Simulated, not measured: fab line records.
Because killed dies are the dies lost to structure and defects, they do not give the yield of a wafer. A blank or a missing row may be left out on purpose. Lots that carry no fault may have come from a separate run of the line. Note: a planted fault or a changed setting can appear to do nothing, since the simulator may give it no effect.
fab line records	flow n5_finfet	part 1 of 2: steps 1 to 5 of 6
record: lots: 8	wafers: 24	last_day: 17
route steps=1938 shown HKMG_FIN@437 BEOL_M4@1111 PASSIVATION@1936
lots untouched by any fault: they come from a run of this same line in which no faults occurred
start_h: the number of hours between the record's first day and the start of the first shown wafer of the lot	wait_h: time in hours since the lot's previous step	" unchanged from the row above	L1.1+2: a row that stands for several wafers	- no value, or no start was given	* or withheld: withheld	< > ~ a bound
route shown NAME@n: a module of which the file shows steps, and the number in the route of the first	usual: mean/standard deviation of fault-free wafers	same: alike in all rows	chamber/n: place in a boat	sites: readings site by site	_std_site: how widely they spread, as a standard deviation	_edge_site: mean of outer sites minus mean of inner sites	radius_mm: for every site, how far away it sits from the centre of the wafer	mask NAME#n: copy n	behind: tool/chamber where the wafer was last shaped	hold: cause of the lot's hold/its duration in hours/its outcome	device: whichever transistor did not switch (one of n, p or np)	end of line: the same wafers' tests at the end of the route	for a step that has no rows: nothing shown but its recipe	killed: the dies lost at the first sort to structure and to defects; this is not the yield of the wafer	map: the dies of a wafer, with x for killed, . for not killed, _ for no die there
set.NAME: the setting as run; set.NAME@STEP: as run at that earlier step	model.NAME: the simulator's own value behind a step, which no gauge read
route steps across a sampled set of lots; one table per step, one row per wafer
services: a tool's chamber out of use, with start hour (start_h, from the record's first day; less than 0 if before it), hours out, and reason
== steps ==
step: N5_HKMG_FIN_STRIP_34
recipe: chemistry: CF4	resist: SiARC	power_w: 300	bias_power_w: 75	pressure_mtorr: 50	cf4_flow_sccm: 150	rf_frequency_hz: 6e+07
usual: drypump_motor_current_A: 5.9/0.41	oes_product_au: 0.75/0.063	rf_fwd_power_W: 294.3/1.6	rf_vpp_V: 271.4/1.3	showerhead_plenum_p_Torr: 1.81/0.039	throttle_valve_pct: 13.71/0.15
lot.wafer	tool	chamber	start_h	wait_h	drypump_motor_current_A	oes_product_au	rf_fwd_power_W	rf_hours_counter_h	rf_vpp_V	showerhead_plenum_p_Torr	throttle_valve_pct
L335.1	rie_diel-04	3	113.16	0.0	6.0	0.70	-	231	272.9	1.78	13.74
L335.2	"	0	"	"	5.4	0.71	-	204	270.7	1.78	13.60
L335.6	"	3	"	"	6.0	0.71	-	-	270.4	1.78	13.75
L336.2	rie_diel-04	0	132.14	0.0	5.4	0.71	-	210	271.0	1.78	13.61
L336.4	"	2	"	"	5.1	0.73	293.0	172	270.3	1.78	13.83
L336.5	"	2	"	"	5.1	0.73	293.0	-	270.7	1.79	13.82
L340.2	rie_diel-03	2	148.25	0.0	5.8	0.73	-	170	272.9	1.79	13.75
L340.4	"	1	"	"	6.0	0.68	293.9	239	271.0	1.77	13.97
L340.5	"	2	"	"	5.8	0.72	-	-	271.2	1.79	13.76
L343.3	rie_diel-03	3	162.09	0.0	6.2	0.70	296.6	229	271.1	1.77	13.77
L343.4	"	2	"	"	5.8	0.72	-	-	272.7	1.79	13.77
L343.5	"	3	"	"	6.2	0.70	295.0	-	268.8	1.77	13.79
L348.1	rie_diel-04	2	200.88	0.0	5.2	0.71	292.2	198	270.6	1.78	13.90
L348.2	"	0	"	"	5.4	0.69	-	234	271.7	1.77	13.68
L348.5	"	1	"	"	5.7	0.77	295.5	-	273.0	1.87	13.84
L349.2	rie_diel-03	0	201.63	0.0	5.5	0.68	-	235	273.1	1.84	13.68
L349.3	"	2	"	"	5.8	0.71	-	191	271.6	1.78	13.82
L349.5	"	2	"	"	5.8	0.71	-	-	272.2	1.78	13.82
L350.2	rie_diel-01	0	205.81	0.0	6.4	0.86	293.6	40	273.3	1.90	13.61
L350.4	"	1	"	"	6.6	0.71	295.5	209	269.8	1.78	13.90
L350.6	"	1	"	"	6.6	0.71	294.8	-	270.6	1.78	13.91
L352.1	rie_diel-01	1	219.03	0.0	6.6	0.70	295.5	214	269.9	1.78	13.92
L352.2	"	0	"	"	6.4	0.86	293.5	46	274.2	1.90	13.61
L352.4	"	2	"	"	5.9	0.73	294.8	161	270.9	1.79	13.49
step: N5_HKMG_FIN_ETCH_35
recipe: chemistry: N2/H2	target: SOC	target_depth_a: 2158	ion_energy_ev: 65	bias_w: 5	source_w: 3000	time_s: 243.4	pressure_mtorr: 30	n2_flow_sccm: 200	h2_flow_sccm: 200
usual: bias_w: 5.000/0.013	drypump_motor_current_A: 5.9/0.42	oes_product_au: 0.75/0.068	rf_fwd_power_W: 2992/8.4	rf_vpp_V: 141.7/0.86	showerhead_plenum_p_Torr: 2.56/0.059	throttle_valve_pct: 18.00/0.15
lot.wafer	tool	chamber	start_h	wait_h	bias_w	drypump_motor_current_A	oes_product_au	rf_fwd_power_W	rf_hours_counter_h	rf_vpp_V	showerhead_plenum_p_Torr	throttle_valve_pct
L335.1	rie_diel-04	3	113.18	0.0	4.989	6.0	0.70	2995	231	142.3	2.51	18.04
L335.2	"	0	"	"	4.983	5.4	0.70	2983	204	141.4	2.52	17.94
L335.6	"	3	"	"	4.996	6.1	0.70	2990	-	141.3	2.51	18.04
L336.2	rie_diel-04	0	132.16	0.0	5.035	5.4	0.70	2984	210	141.8	2.52	17.96
L336.4	"	2	"	"	4.981	5.2	0.73	2976	172	141.0	2.53	18.09
L336.5	"	2	"	"	5.002	5.2	0.74	2996	-	141.3	2.53	18.09
L340.2	rie_diel-03	2	148.27	0.0	5.014	5.8	0.70	2997	170	140.3	2.54	17.99
L340.4	"	1	"	"	4.999	6.0	0.69	2989	239	142.0	2.51	18.28
L340.5	"	2	"	"	5.005	5.8	0.71	3008	-	141.9	2.54	17.99
L343.3	rie_diel-03	3	162.11	0.0	4.995	6.2	0.71	2995	229	140.0	2.51	17.93
L343.4	"	2	"	"	5.036	5.8	0.70	2985	-	141.2	2.54	18.01
L343.5	"	3	"	"	4.982	6.1	0.70	2980	-	140.9	2.51	17.95
L348.1	rie_diel-04	2	200.90	0.0	5.007	5.2	0.72	2996	198	142.5	2.52	18.11
L348.2	"	0	"	"	4.984	5.4	0.68	2990	234	140.8	2.51	18.00
L348.5	"	1	"	"	4.994	5.7	0.77	3005	-	142.3	2.66	18.22
L349.2	rie_diel-03	0	201.65	0.0	5.009	5.5	0.69	2988	235	141.9	2.62	17.88
L349.3	"	2	"	"	4.982	5.8	0.69	2982	191	141.1	2.53	18.03
L349.5	"	2	"	"	5.006	5.8	0.70	2987	-	140.6	2.53	18.04
L350.2	rie_diel-01	0	205.83	0.0	5.013	6.5	0.86	3001	40	142.7	2.69	17.90
L350.4	"	1	"	"	5.014	6.6	0.72	2983	209	142.6	2.52	18.22
L350.6	"	1	"	"	5.023	6.6	0.73	2999	-	141.5	2.52	18.20
L352.1	rie_diel-01	1	219.05	0.0	4.999	6.6	0.72	2983	214	141.3	2.52	18.20
L352.2	"	0	"	"	4.990	6.5	0.85	2992	46	141.7	2.69	17.93
L352.4	"	2	"	"	5.011	5.9	0.73	2987	161	141.6	2.54	17.82
step: N5_HKMG_FIN_ALD_91
recipe: material: TiN	target_thk_a: 10	temp_c: 400	ald_precursor_family: TiCl4	ald_co_reactant: NH3	pulse_time_s: 1	purge_time_s: 3	co_reactant_purge_time_s: 2	co_reactant_pulse_time_s: 2	ald_cycles: 47	pressure_torr: 3
usual: ald_cycles: 47/0	chamber_pressure_Torr: 3.000/0.0061	heater_power_w: 891/98	precursor_pulse_height_rel: 1.003/0.021
lot.wafer	tool	chamber	start_h	wait_h	ald_cycles	chamber_pressure_Torr	heater_power_w	precursor_pulse_height_rel
L335.1	ald_metal-03	3	113.85	0.3	47	3.002	1052	0.988
L335.2	"	1	"	"	47	2.999	816	0.979
L335.6	"	3	"	"	47	2.995	1056	0.995
L336.2	ald_metal-01	1	132.88	0.3	47	2.996	946	0.991
L336.4	"	3	"	"	47	2.994	826	1.010
L336.5	"	2	"	"	47	3.020	940	0.999
L340.2	ald_metal-03	0	148.95	0.3	47	2.991	793	1.015
L340.4	"	3	"	"	47	2.996	1039	1.004
L340.5	"	1	"	"	47	3.008	807	0.963
L343.3	ald_metal-03	0	162.79	0.1	47	3.008	802	0.959
L343.4	"	2	"	"	47	2.996	823	1.049
L343.5	"	3	"	"	47	3.004	1019	1.012
L348.1	ald_metal-04	2	201.58	0.3	-	-	-	-
L348.2	"	1	"	"	-	-	-	-
L348.5	"	1	"	"	-	-	-	-
L349.2	ald_metal-03	3	202.44	0.3	-	-	-	-
L349.3	"	0	"	"	-	-	-	-
L349.5	"	2	"	"	-	-	-	-
L350.2	ald_metal-04	1	206.52	0.3	-	-	-	-
L350.4	"	3	"	"	-	-	-	-
L350.6	"	1	"	"	-	-	-	-
L352.1	ald_metal-01	2	219.73	0.3	47	2.995	945	1.029
L352.2	"	0	"	"	47	3.000	960	1.010
L352.4	"	3	"	"	47	2.991	818	1.009
step: N5_HKMG_FIN_STRIP_89
recipe: chemistry: N2/H2	material: SOC	time_s: 20	power_w: 500	temp_c: 40	pressure_mtorr: 50	rf_frequency_hz: 6e+07	bias_power_w: 8	h2_frac: 0.5	n2_flow_sccm: 300	h2_flow_sccm: 300
usual: drypump_motor_current_A: 5.9/0.38	oes_product_au: 0.76/0.079	rf_fwd_power_W: 497.1/1.6	rf_vpp_V: 54.3/0.83	showerhead_plenum_p_Torr: 3.38/0.075	throttle_valve_pct: 19.26/0.24
lot.wafer	tool	chamber	start_h	wait_h	drypump_motor_current_A	oes_product_au	rf_fwd_power_W	rf_hours_counter_h	rf_vpp_V	showerhead_plenum_p_Torr	throttle_valve_pct
L335.1	rie_diel-01	3	114.29	0.0	6.1	0.89	499.4	31	54.5	3.42	19.17
L335.2	"	2	"	"	5.9	0.78	497.0	123	52.2	3.38	19.16
L335.6	"	2	"	"	5.9	0.78	496.3	-	53.5	3.38	19.15
L336.2	rie_diel-03	0	133.49	0.0	5.5	0.70	497.0	212	55.9	3.47	18.94
L336.4	"	2	"	"	5.8	0.71	495.9	164	53.7	3.36	19.00
L336.5	"	2	"	"	5.8	0.72	496.1	-	54.6	3.36	19.00
L340.2	rie_diel-01	3	149.35	0.0	6.1	0.87	496.8	44	53.2	3.41	19.18
L340.4	"	2	"	"	5.9	0.77	497.9	136	54.1	3.37	19.17
L340.5	"	3	"	"	6.1	0.87	495.8	-	53.6	3.41	19.18
L343.3	rie_diel-04	2	163.19	0.0	5.1	0.74	499.3	184	53.3	3.34	19.23
L343.4	"	1	"	"	5.8	0.78	501.6	133	55.2	3.51	19.56
L343.5	"	0	"	"	5.5	0.70	496.7	-	54.4	3.33	19.43
L348.1	rie_diel-04	0	202.02	0.0	5.4	0.68	495.7	235	55.1	3.32	19.46
L348.2	"	3	"	"	6.0	0.95	495.5	6	54.1	3.30	19.20
L348.5	"	3	"	"	6.1	0.95	496.5	-	54.4	3.30	19.20
L349.2	rie_diel-01	2	202.92	0.0	5.9	0.74	498.1	155	55.1	3.36	19.20
L349.3	"	1	"	"	6.6	0.71	499.0	208	55.2	3.33	19.57
L349.5	"	2	"	"	5.9	0.74	497.3	-	54.1	3.36	19.20
L350.2	rie_diel-03	1	206.92	0.0	6.0	0.97	496.4	2	54.5	3.31	19.32
L350.4	"	3	"	"	6.2	0.68	497.2	248	53.6	3.30	19.04
L350.6	"	0	"	"	5.5	0.68	496.7	-	54.1	3.45	18.98
L352.1	rie_diel-03	2	220.13	0.0	5.8	0.69	496.7	199	55.0	3.34	19.06
L352.2	"	1	"	"	6.0	0.95	496.2	7	53.7	3.31	19.34
L352.4	"	2	"	"	5.8	0.69	496.8	-	54.5	3.34	19.06
step: N5_BEOL_M4_RC_MEAS_101
usual: DIBL_N: 36.3/1.2	DIBL_P: 36.7/1.5	IGATE_N: 0.0113/0.0012	IOFF_N: 0.164/0.02	IOFF_N_85C: 3.2/0.34	IOFF_N_LIN: 0.075/0.0075	IOFF_N_LONG: 5.57e-05/1.9e-06	IOFF_P: 0.214/0.024	IOFF_P_85C: 3.7/0.34	IOFF_P_LIN: 0.101/0.009	IOFF_P_LONG: 0.000107/6e-06	ION_N: 673/8.5	ION_P: 461/5.9	SS_N: 71.6/0.44	SS_P: 73.3/0.55	VT_N: 249.4/2.4	VT_N_LONG: 274.2/1.9	VT_N_LVT: 98.3/2.8	VT_P: -250.0/2.3	VT_P_LONG: -274.8/2.3	VT_P_LVT: -98.8/2.4
lot.wafer	tool	chamber	start_h	wait_h	DIBL_N[mV/V]	DIBL_P[mV/V]	IGATE_N[nA/um]	IOFF_N[nA/um]	IOFF_N_85C[nA/um]	IOFF_N_LIN[nA/um]	IOFF_N_LONG[nA/um]	IOFF_P[nA/um]	IOFF_P_85C[nA/um]	IOFF_P_LIN[nA/um]	IOFF_P_LONG[nA/um]	ION_N[uA/um]	ION_P[uA/um]	SS_N[mV/dec]	SS_P[mV/dec]	VT_N[mV]	VT_N_LONG[mV]	VT_N_LVT[mV]	VT_P[mV]	VT_P_LONG[mV]	VT_P_LVT[mV]
L335.1	prober-01	0	203.66	0.0	36.4	36.7	0.0098	0.144	2.9	0.067	5.67e-05	0.225	3.9	0.106	0.000116	652	459	70.8	73.0	252.7	272.5	100.4	-248.0	-268.6	-97.1
L335.2	"	0	"	"	33.3	33.2	0.0119	0.112	2.4	0.058	5.95e-05	0.173	3.1	0.089	0.000119	676	465	70.8	71.9	254.2	271.4	102.2	-249.8	-270.8	-100.1
L335.6	"	0	"	"	35.5	35.5	0.0137	0.134	2.7	0.066	5.76e-05	0.205	3.6	0.100	0.000117	669	464	71.2	72.8	252.9	271.0	100.0	-250.0	-270.3	-97.9
L336.2	prober-02	0	225.39	0.2	34.4	35.5	0.0100	0.140	2.9	0.067	5.32e-05	0.198	3.4	0.098	0.00011	668	457	71.3	72.5	252.3	273.7	101.0	-248.4	-273.7	-99.3
L336.4	"	0	"	"	36.3	37.5	0.0115	0.174	3.4	0.078	5.4e-05	0.229	3.9	0.107	0.000106	675	464	71.7	73.4	248.8	274.4	99.5	-248.3	-275.1	-98.5
L336.5	"	0	"	"	35.7	36.6	0.0107	0.159	3.1	0.074	5.3e-05	0.215	3.7	0.103	0.000107	668	458	71.5	73.4	250.5	274.8	100.2	-249.8	-274.9	-98.3
L340.2	prober-02	0	233.36	0.2	38.5	39.1	0.0115	0.217	3.9	0.093	5.34e-05	0.266	4.5	0.119	0.000103	692	470	72.3	74.8	247.0	276.0	97.2	-248.6	-275.4	-96.9
L340.4	"	0	"	"	36.8	37.5	0.0105	0.172	3.3	0.076	5.25e-05	0.242	4.1	0.110	0.000106	673	459	72.2	74.5	250.8	276.7	101.0	-247.8	-275.5	-97.9
L340.5	"	0	"	"	35.9	35.4	0.0129	0.151	2.9	0.069	5.29e-05	0.201	3.6	0.097	0.000107	667	456	71.6	73.4	251.7	276.0	102.4	-251.3	-271.9	-99.7
L343.3	prober-01	0	254.05	0.3	37.2	36.8	0.0094	0.174	3.3	0.078	5.55e-05	0.223	3.8	0.104	0.00011	675	460	72.2	73.9	251.4	274.8	99.8	-249.7	-272.4	-98.6
L343.4	"	0	"	"	36.6	36.3	0.0094	0.165	3.1	0.074	5.55e-05	0.218	3.8	0.103	0.000109	671	460	71.4	73.3	248.3	277.6	101.1	-249.7	-273.3	-99.2
L343.5	"	0	"	"	36.7	36.4	0.0106	0.160	3.0	0.072	5.41e-05	0.224	3.8	0.105	0.000112	678	467	72.6	73.4	253.3	275.6	101.9	-249.6	-272.0	-98.4
L349.2	prober-02	0	286.32	0.2	38.6	37.3	0.0734	30.946	251.9	13.289	0.0081517	0.049	1.1	0.023	5.1e-05	953	397	71.2	73.5	101.8	129.4	-49.4	-290.6	-316.3	-141.0
L349.3	"	0	"	"	36.9	36.2	0.0808	25.134	211.8	11.344	0.0081475	0.044	1.0	0.021	5.2e-05	932	388	70.9	73.0	105.6	130.5	-46.1	-292.0	-315.9	-141.8
L349.5	"	0	"	"	39.0	37.4	0.0981	29.458	240.1	12.709	0.0080996	0.047	1.0	0.022	4.9e-05	934	393	71.8	73.7	103.5	130.3	-47.6	-293.4	-316.2	-140.6
L348.1	prober-01	0	286.48	0.0	36.5	36.7	0.0934	27.903	232.9	12.312	0.0076462	0.045	1.0	0.021	5.2e-05	949	392	71.7	73.8	105.3	131.1	-45.4	-293.0	-320.4	-144.9
L348.2	"	0	"	"	35.7	35.6	0.1058	26.044	219.3	11.825	0.0076336	0.042	0.9	0.021	5.1e-05	968	396	71.4	73.6	104.8	132.1	-45.8	-295.9	-321.4	-144.4
L348.5	"	0	"	"	34.4	34.3	0.0954	23.067	198.3	10.737	0.0076364	0.038	0.9	0.019	5.2e-05	954	395	71.3	73.1	107.0	131.1	-44.4	-296.7	-317.4	-144.3
L350.2	prober-01	0	300.19	0.2	36.0	36.4	0.1006	25.495	222.9	11.817	0.0083004	0.045	1.0	0.022	5.3e-05	949	394	71.3	73.2	103.2	129.2	-48.9	-292.6	-316.7	-140.1
L350.4	"	0	"	"	37.5	38.9	0.1027	29.118	250.3	13.069	0.0081259	0.053	1.1	0.024	5.4e-05	941	393	71.9	73.7	102.3	130.9	-49.3	-293.3	-317.7	-140.1
L350.6	"	0	"	"	36.9	38.2	0.0807	28.331	244.1	12.897	0.0080934	0.050	1.1	0.023	5.4e-05	948	398	71.4	73.9	103.0	129.7	-49.6	-293.5	-318.5	-138.8
L352.1	prober-02	0	307.18	0.0	36.3	38.1	0.0106	0.159	3.1	0.074	5.29e-05	0.214	3.7	0.102	0.000105	680	465	71.2	73.8	251.0	273.7	100.7	-251.5	-273.9	-100.1
L352.2	"	0	"	"	36.1	38.3	0.0116	0.160	3.1	0.073	5.32e-05	0.214	3.7	0.102	0.000107	672	465	71.2	73.3	251.5	275.9	101.0	-250.7	-275.6	-99.9
L352.4	"	0	"	"	38.6	40.1	0.0116	0.200	3.8	0.087	5.34e-05	0.258	4.4	0.116	0.000107	682	469	72.3	74.7	247.2	276.8	97.1	-249.7	-276.1	-98.3
== key ==
first_sign: step: N5_HKMG_FIN_ALD_91	reading: tool_record	direction: missing
effect: step: N5_BEOL_M4_RC_MEAS_101	reading: IOFF_N_LONG	direction: up	sigmas: 99+	usual: 5.57e-05	struck: 0.0079816
effect: step: N5_BEOL_M4_RC_MEAS_101	reading: IOFF_N_LIN	direction: up	sigmas: 99+	usual: 0.075	struck: 12.222
effect: step: N5_BEOL_M4_RC_MEAS_101	reading: IOFF_N	direction: up	sigmas: 99+	usual: 0.164	struck: 27.277
effect: step: N5_BEOL_M4_RC_MEAS_101	reading: IOFF_N_85C	direction: up	sigmas: 99+	usual: 3.2	struck: 230.2
effect: step: N5_BEOL_M4_RC_MEAS_101	reading: VT_N_LONG	direction: down	sigmas: 77	usual: 274.2	struck: 130.5
effect: step: N5_BEOL_M4_RC_MEAS_101	reading: IGATE_N	direction: up	sigmas: 65	usual: 0.0113	struck: 0.0923
effect: step: N5_BEOL_M4_RC_MEAS_101	reading: VT_N	direction: down	sigmas: 61	usual: 249.4	struck: 104.1
effect: step: N5_BEOL_M4_RC_MEAS_101	reading: VT_N_LVT	direction: down	sigmas: 52	usual: 98.3	struck: -47.4
effect: step: N5_BEOL_M4_RC_MEAS_101	reading: ION_N	direction: up	sigmas: 32	usual: 673	struck: 948
effect: step: N5_BEOL_M4_RC_MEAS_101	reading: VT_P	direction: down	sigmas: 19	usual: -250.0	struck: -293.4
effect: step: N5_BEOL_M4_RC_MEAS_101	reading: VT_P_LONG	direction: down	sigmas: 19	usual: -274.8	struck: -317.8
effect: step: N5_BEOL_M4_RC_MEAS_101	reading: VT_P_LVT	direction: down	sigmas: 18	usual: -98.8	struck: -141.8
effect: step: N5_PASSIVATION_PROBE_49	reading: sort_bin_4_leakage	direction: up	sigmas: 99+	usual: 0	struck: 90.36
met_at N5_HKMG_FIN_ALD_91
struck_lots L348,L349,L350
not_acting_at N5_HKMG_FIN_STRIP_34,N5_HKMG_FIN_ETCH_35,N5_HKMG_FIN_STRIP_89
onset_between 162.79 201.58
fault: kind: skipped_step_whole	tool: ald_metal-03,ald_metal-04	chamber: -	onset_h: 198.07	steps: N5_HKMG_FIN_ALD_91	scope: struck_lots_only
